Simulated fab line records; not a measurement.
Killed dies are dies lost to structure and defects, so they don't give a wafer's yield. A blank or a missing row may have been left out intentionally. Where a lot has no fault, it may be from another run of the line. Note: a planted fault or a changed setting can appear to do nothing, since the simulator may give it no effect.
Which of the tools did it? :: flow nandHarc :: 6 lots with 18 wafers sampled at 3 steps, on a route of 1302 steps

== WHAT THE GAUGES READ, wafer by wafer ==
NHARC_A_BONDPAD_THK_MEAS_20: measures by xrf.
lot: L172
measured: day 23 19:18
on: filmMetro-02
thkNm (nm): 169.5 170.2 172.5

lot: L171
measured: day 26 11:04
on: filmMetro-02
thkNm (nm): 171.6 172.3 169.5

lot: L185
measured: day 29 06:58
on: filmMetro-01
thkNm (nm): 30.9 31.1 27.2

lot: L188
measured: day 29 18:34
on: filmMetro-01
thkNm (nm): 169.7 170.8 168.4

lot: L189
measured: day 30 19:20
on: filmMetro-02
thkNm (nm): 173.5 170.2 170.1

lot: L190
measured: day 32 10:46
on: filmMetro-02
thkNm (nm): 170.8 169.7 170.4

== WHICH TOOL RAN EACH LOT (tool, then ch and the chambers of the sampled wafers, then the start) ==
lot: L172
NHARC_A_BONDPAD_CMP_29: cmp-02 ch 0,2, day 23 15:52
NHARC_A_BONDPAD_ECD_18: ecdCu-02 ch 0,1, day 23 18:10

lot: L171
NHARC_A_BONDPAD_CMP_29: cmp-03 ch 0,1,2, day 26 07:49
NHARC_A_BONDPAD_ECD_18: ecdCu-02 ch 0,1, day 26 09:59

lot: L185
NHARC_A_BONDPAD_CMP_29: cmp-03 ch 0,1, day 29 03:35
NHARC_A_BONDPAD_ECD_18: ecdCu-01 ch 1, day 29 05:58

lot: L188
NHARC_A_BONDPAD_CMP_29: cmp-03 ch 0,2,3, day 29 15:19
NHARC_A_BONDPAD_ECD_18: ecdCu-02 ch 0,1, day 29 17:34

lot: L189
NHARC_A_BONDPAD_CMP_29: cmp-02 ch 1,2, day 30 15:59
NHARC_A_BONDPAD_ECD_18: ecdCu-02 ch 0,1, day 30 18:27

lot: L190
NHARC_A_BONDPAD_CMP_29: cmp-03 ch 1,2,3, day 32 07:28
NHARC_A_BONDPAD_ECD_18: ecdCu-02 ch 0, day 32 09:40
- NHARC_A_BONDPAD_CMP_29: polishes SiCN, target thk 200 nm.
- NHARC_A_BONDPAD_ECD_18: material Cu, target thk 400 nm.

== THE ANSWER, worked out from the rows above alone ==
Rule: the lots themselves supply what counts as usual. The widest of any qualifying gaps counts: lots, ordered by their means at a reading, are off when they make up no more than a third of the lots, leave a main group of 4 or more, and stand apart from it by 3 or more times the standard deviation of that group's means. A main group whose means are all the same, to the digits that the tables above print for the reading, isn't used. Also off: a lot with no number at a reading for which 4 or more lots have one. All remaining lots with rows at the step are treated as sound.
Off: L185 (NHARC_A_BONDPAD_THK_MEAS_20, thkNm). The main group: mean 170.6 nm, standard deviation 0.6.
If a tool, at a process step before that reading, ran all the lots that are off and no sound lot after the first of them, it fits. Those tools and the gauges at NHARC_A_BONDPAD_THK_MEAS_20 are tried in the same way. One fits: ecdCu-01 at NHARC_A_BONDPAD_ECD_18. It ran no sound lot before its first lot that is off in this sample, so the start can't be narrowed down.

== WHAT THE SIMULATOR HAD PUT IN ==
Skipped step whole: ecdCu-01, from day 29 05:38 on, at NHARC_A_BONDPAD_ECD_18. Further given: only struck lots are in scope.
Lots struck among those shown: L185. The rule above found the same.
